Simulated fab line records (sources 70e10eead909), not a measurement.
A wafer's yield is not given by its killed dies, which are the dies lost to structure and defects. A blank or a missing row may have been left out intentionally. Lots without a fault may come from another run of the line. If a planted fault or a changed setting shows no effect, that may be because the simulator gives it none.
Matching of chambers || flow nand_harc || NHARC_P_CONTACT_DESCUM_17 on rie_diel-09 has 4 sister chambers
The step chemistry O2, time 3 s. 4 wafers are shown with their chamber, then 10 later ones without.

## EACH WAFER AND ITS CHAMBER
{"wafer": "L079.3", "chamber": 3, "showerhead_plenum_p_Torr (Torr)": 1.93}
{"wafer": "L083.5", "chamber": 1, "showerhead_plenum_p_Torr (Torr)": 1.95}
{"wafer": "L088.3", "chamber": 0, "showerhead_plenum_p_Torr (Torr)": 2.03}
{"wafer": "L088.4", "chamber": 2, "showerhead_plenum_p_Torr (Torr)": 1.83}

## WAFERS MISSING THEIR CHAMBER
{"wafer": "L088.5", "showerhead_plenum_p_Torr (Torr)": 1.95}
{"wafer": "L094.4", "showerhead_plenum_p_Torr (Torr)": 2.02}
{"wafer": "L094.5", "showerhead_plenum_p_Torr (Torr)": 2.02}
{"wafer": "L094.6", "showerhead_plenum_p_Torr (Torr)": 1.95}
{"wafer": "L095.2", "showerhead_plenum_p_Torr (Torr)": 1.93}
{"wafer": "L095.5", "showerhead_plenum_p_Torr (Torr)": 1.93}
{"wafer": "L095.6", "showerhead_plenum_p_Torr (Torr)": 1.83}
{"wafer": "L097.3", "showerhead_plenum_p_Torr (Torr)": 1.94}
{"wafer": "L097.4", "showerhead_plenum_p_Torr (Torr)": 1.93}
{"wafer": "L097.6", "showerhead_plenum_p_Torr (Torr)": 2.02}

## EACH ONE'S CHAMBER
{"wafer": "L088.5", "from the rows above": 1, "in truth": 1}
{"wafer": "L094.4", "from the rows above": 0, "in truth": 0}
{"wafer": "L094.5", "from the rows above": 0, "in truth": 0}
{"wafer": "L094.6", "from the rows above": 1, "in truth": 1}
{"wafer": "L095.2", "from the rows above": 3, "in truth": 3}
{"wafer": "L095.5", "from the rows above": 3, "in truth": 3}
{"wafer": "L095.6", "from the rows above": 2, "in truth": 2}
{"wafer": "L097.3", "from the rows above": "can't be placed: 1 or 3", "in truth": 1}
{"wafer": "L097.4", "from the rows above": 3, "in truth": 3}
{"wafer": "L097.6", "from the rows above": 0, "in truth": 0}
Placed correctly: 9 of 10. Can't be placed from these rows: 1 (the true chamber is among the candidates in 1). Wrongly placed: 0.
How it was worked out, from the rows above alone: a wafer's distance from a chamber is the root of the sum, over the readings, of the square of ((its reading less the chamber's mean) divided by the reading's scatter). If the next closest chamber is less than 2 further off than the closest, the wafer can't be placed; otherwise it belongs to the closest. Each chamber's mean is taken over the wafers shown for it. The scatter (one wafer shown for each chamber): square how far every hidden wafer sits from the nearest shown wafer, average those squares and take the square root.
